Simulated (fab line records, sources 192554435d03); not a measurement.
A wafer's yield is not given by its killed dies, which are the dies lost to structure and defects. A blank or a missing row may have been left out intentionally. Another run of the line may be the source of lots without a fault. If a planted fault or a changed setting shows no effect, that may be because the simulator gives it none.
Chamber matching    flow n5 finfet    3 sister chambers for N5_ZERO_LAYER_PECVD_02 on pecvd-01
The step deposits SiO2 from SiH4/N2O, target thk 10 nm, time 6 s. 22 wafers are shown with their chamber, then 11 later ones without.

== WAFERS WITH THEIR CHAMBER ==
wafer   chamber  showerhead plenum p Torr (Torr)  heater power w (W)
L074.1  1        7.99                             871
L074.5  0        8.33                             807
L074.6  2        8.08                             744
L077.1  0        8.33                             923
L077.3  1        7.98                             745
L077.6  0        8.34                             909
L079.3  1        7.99                             884
L079.4  1        8.00                             864
L079.6  0        8.33                             910
L082.1  0        8.32                             871
L082.2  1        7.99                             894
L082.4  0        8.31                             868
L083.1  0        8.33                             880
L083.2  2        8.05                             694
L083.4  0        8.32                             926
L084.1  2        8.05                             794
L084.2  0        8.32                             908
L084.6  0        8.32                             923
L085.2  0        8.33                             881
L085.3  2        8.05                             825
L085.6  0        8.32                             910
L094.1  0        8.32                             852

SIGNATURES, as means of the wafers listed above
reading                   chamber 0  chamber 1  chamber 2  scatter within a chamber
showerhead plenum p Torr  8.3246     7.9900     8.0575     0.00917
heater power w            889.85     851.60     764.25     45.3
Rule: a wafer's distance from a chamber is the root of the sum, over the readings, of the square of ((its reading less the chamber's mean) divided by the reading's scatter). If the next closest chamber is less than 2 further off than the closest, the wafer can't be placed; otherwise it belongs to the closest. The scatter: take each reading less its chamber's mean, square it, sum over the shown wafers, divide by the number of wafers less the number of chambers, and take the root.

== WAFERS WHOSE CHAMBER IS MISSING ==
wafer   showerhead plenum p Torr (Torr)  heater power w (W)
L094.2  8.05                             700
L094.5  8.35                             850
L095.2  8.06                             772
L095.3  8.05                             786
L095.4  8.00                             883
L096.2  8.33                             906
L096.3  7.97                             850
L096.4  8.33                             900
L097.2  7.98                             801
L097.4  8.00                             824
L097.5  8.33                             924

== THE CHAMBER EACH PASSED THROUGH ==
wafer   from the rows above  in truth
L094.2  2                    2
L094.5  0                    0
L095.2  2                    2
L095.3  2                    2
L095.4  1                    1
L096.2  0                    0
L096.3  1                    1
L096.4  0                    0
L097.2  1                    1
L097.4  1                    1
L097.5  0                    0
Correct placement for 11 of the 11. Left unplaced by these rows: 0. Wrongly placed: 0.
